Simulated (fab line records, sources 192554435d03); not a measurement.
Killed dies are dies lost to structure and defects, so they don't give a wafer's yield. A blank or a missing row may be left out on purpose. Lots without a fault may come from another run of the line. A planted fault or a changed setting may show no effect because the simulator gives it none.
A struck lot beside a sound one | flow n5_finfet | 35 steps out of a route of 1938
Sound: wafers L845.2, L845.5, L845.6. Struck: wafers L850.2, L850.5, L850.6. The cause comes at the end.
At each step with rows: each side's tool, then ch and its chambers, then its first start. Under that, the readings that differ: sound wafers | struck wafers | difference of the means | sigmas: that difference in standard deviations of wafers without a fault.
alike: readings whose means differ by less than 2 such deviations, and words and numbers that are the same on both sides. not compared: withheld readings, readings that some wafer has no value for, bounds like >300 that may hide the same value, and numbers for which the record gives no deviation and whose values overlap.
The two part at a step that has a row with sigmas, a row that says differs or no value, or rows on one side only. Numbers that don't overlap but have no deviation are shown without sigmas and don't part them. A reading that every wafer of one side lacks parts them only if that side has two wafers or more.

first, 8 steps without rows for these wafers: N5_ILD0_LINER_00 (material SiNx, target thk 4 nm, pulse time 1 s, purge time 2 s); N5_ILD0_FCVD_FILL_01 (material SiO2 flowable, target thk 200 nm, time 328.3 s); N5_ILD0_CURE_02 (time 1800 s); N5_ILD0_CMP_03 (polishes, stops on SiNx, t overpolish 1.9 s, target thk 197.38 nm); N5_ILD0_CMP_07 (polishes SiO2 flowable, stops on poly-Si, t overpolish 1.18 s, target thk 138.88 nm); N5_ILD0_PRECLEAN_10 (cleans in NF3:NH3, afs cycles 5, time 20 s, sublimation time 60 s); N5_ILD0_ALD_15 (deposits SiNx, target thk 24 nm, pulse time 1 s, ald cycles 480); N5_ILD0_CMP_12 (polishes SiNx, stops on poly-Si, t overpolish 6 s, target thk 17.67 nm).
N5_SDB_HM_DEP_00: deposits SiNx from SiH4/NH3/N2, target thk 40 nm, time 35.3 s.
  sound on pecvd-03 ch 0,1,2, day 5 00:41; struck on pecvd-03 ch 0,1,2, day 6 11:11
  no value came back on the struck wafers for any of 6 readings (chamber_pressure_Torr (Torr), heater_power_outer_w (W) and others); on the sound wafers chamber_pressure_Torr (Torr) reads 1.497 1.498 1.499
then, 17 steps without rows for these wafers: N5_SDB_COAT_03 (time 60 s, resist thk 100 nm); N5_SDB_COAT_04 (time 60 s, resist thk 18 nm); N5_SDB_COAT_05 (resist thk 90 nm); N5_SDB_EBR_07; N5_SDB_SOFTBAKE_06 (time 60 s); N5_SDB_EXPOSE_08 (exposes mask SDB); N5_SDB_PEB_09 (peb time 60 s); N5_SDB_DEVELOP_10 (develop time 30 s); N5_SDB_DESCUM_16 (chemistry O2, time 7.9 s); N5_SDB_ETCH_17 (etches SiARC in CF4, target depth 23.4 nm, time 39 s); N5_SDB_ETCH_18 (etches SOC in N2/H2, target depth 100 nm, overetch 20 nm, time 150 s); N5_SDB_STRIP_19 (strips in N2/H2); N5_SDB_STRIP_21 (strips in CF4); N5_SDB_HM_OPEN_20 (chemistry CH3F/O2, target SiNx, stops on poly-Si, target depth 24 nm); N5_SDB_STRIP_22 (strips in N2/H2); N5_SDB_PRECLEAN_23 (cleans in dHF, time 30 s); N5_SDB_DUMMY_REMOVE_24 (chemistry TMAH, target poly-Si, stops on SiO2, target depth 142 nm, time 57 s, rinse time 30 s).
N5_SDB_ETCH_25: etches SiO2 in C4F6/O2, target depth 10 nm, time 3.3 s.
  sound on rie_diel-04 ch 0,1, day 5 01:40; struck on rie_diel-02 ch 0,2,3, day 6 13:20
  reading                               | sound        | struck         | difference | sigmas
  model.SiNx_of_ILD0_ALD_15.thk_nm (nm) | 18.4 18.6 20 | 15.4 16.6 16.2 | -2.9       |
  alike: C4F6_flow_sccm, drypump_motor_current_A, oes_o_777_au, oes_product_au, rf_fwd_power_W, rf_vpp_V, showerhead_plenum_p_Torr, throttle_valve_pct
  not compared: rf_hours_counter_h
N5_SDB_CUT_ETCH_26: etches Si in HBr/Cl2/O2, target depth 129.6 nm, bt time 20 s, time 51.8 s.
  sound on rie_si-02 ch 1,2,3, day 5 01:46; struck on rie_si-04 ch 0,2,3, day 6 13:25
  reading                               | sound        | struck      | difference | sigmas
  model.SiNx_of_ILD0_ALD_15.thk_nm (nm) | 18.4 18.6 20 | 3.4 4.6 4.2 | -14.9      |
  alike: drypump_motor_current_A, oes_o_777_au, oes_product_au, throttle_valve_pct
  not compared: rf_fwd_power_W, rf_hours_counter_h
then, 4 steps without rows for these wafers: N5_SDB_PRECLEAN_38 (cleans in dHF, time 10 s); N5_SDB_PRECLEAN_39 (cleans in O3/DIW, time 45 s); N5_SDB_SRD_28 (time 30 s); N5_SDB_ALD_29 (deposits SiNx, target thk 30 nm, pulse time 1 s, ald cycles 600).
N5_SDB_CMP_30: polishes, stops on poly-Si, t overpolish 1.54 s, target thk 30 nm.
  sound on cmp-03 ch 2,3, day 5 04:43; struck on cmp-03 ch 1,2, day 6 16:22
  reading                | sound          | struck      | difference | sigmas
  time_to_endpoint_s (s) | 15.5 19.1 13.0 | 9.1 9.4 6.6 | -7.5       | -3
  alike: edge_zone_pressure_frac, motor_current_A, slurry_filter_dp_kPa
  not compared: pad_life_wafers
N5_BEOL_M4_RC_MEAS_101:
  the record has rows for the sound wafers here (prober-02 ch 0, day 9 08:59) and none for the struck ones
-- the record jumps here: 9 days lie between the struck wafers' starts before and after (it left off in module BEOL_M4 and takes up again in module PASSIVATION, whose first step shown is number 1936 of the route) --
N5_PASSIVATION_PROBE_49:
  sound on prober-02, day 14 01:02; struck on prober-01, day 15 11:29
  reading                  | sound          | struck         | difference | sigmas
  defect_limited_yield (%) | 93.0 93.7 92.8 | 0 0 0          | -93        | -62
  killed_at_M0_to_M3       | 31 32 25       | 4 8 10         | -22        | -2
  killed_at_contacts       | 12 12 17       | 3 1 0          | -12        | -2
  killed_at_front_end      | 26 18 23       | 1168 1169 1169 | +1146      | +88
  killed_dies              | 83 74 85       | 1180 1180 1180 | +1099      | +65
  killed_on_rim            | 10 5 9         | 152 152 152    | +144       | +33
  killed_open              | 57 49 60       | 9 10 11        | -45        | -3
  killed_short             | 25 25 24       | 13 4 5         | -17        | -2
  sort_bin_5_function (%)  | 3.9 4.0 4.6    | 72.9 71.4 74.8 | +68.9      | +72
  sort_n_pass              | 1097 1106 1095 | 0 0 0          | -1099      | -61
  sort_yield_pct (%)       | 93.0 93.7 92.8 | 0 0 0          | -93        | -62
  alike: killed_at_M4_up, killed_at_other, sort_bin_6_memory

WHERE THEY PART
First at N5_SDB_HM_DEP_00; last, within this record, at N5_PASSIVATION_PROBE_49.

WHY: what the simulator had put in
Skipped step whole: pecvd-03, from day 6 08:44 on, at N5_SDB_HM_DEP_00. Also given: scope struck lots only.
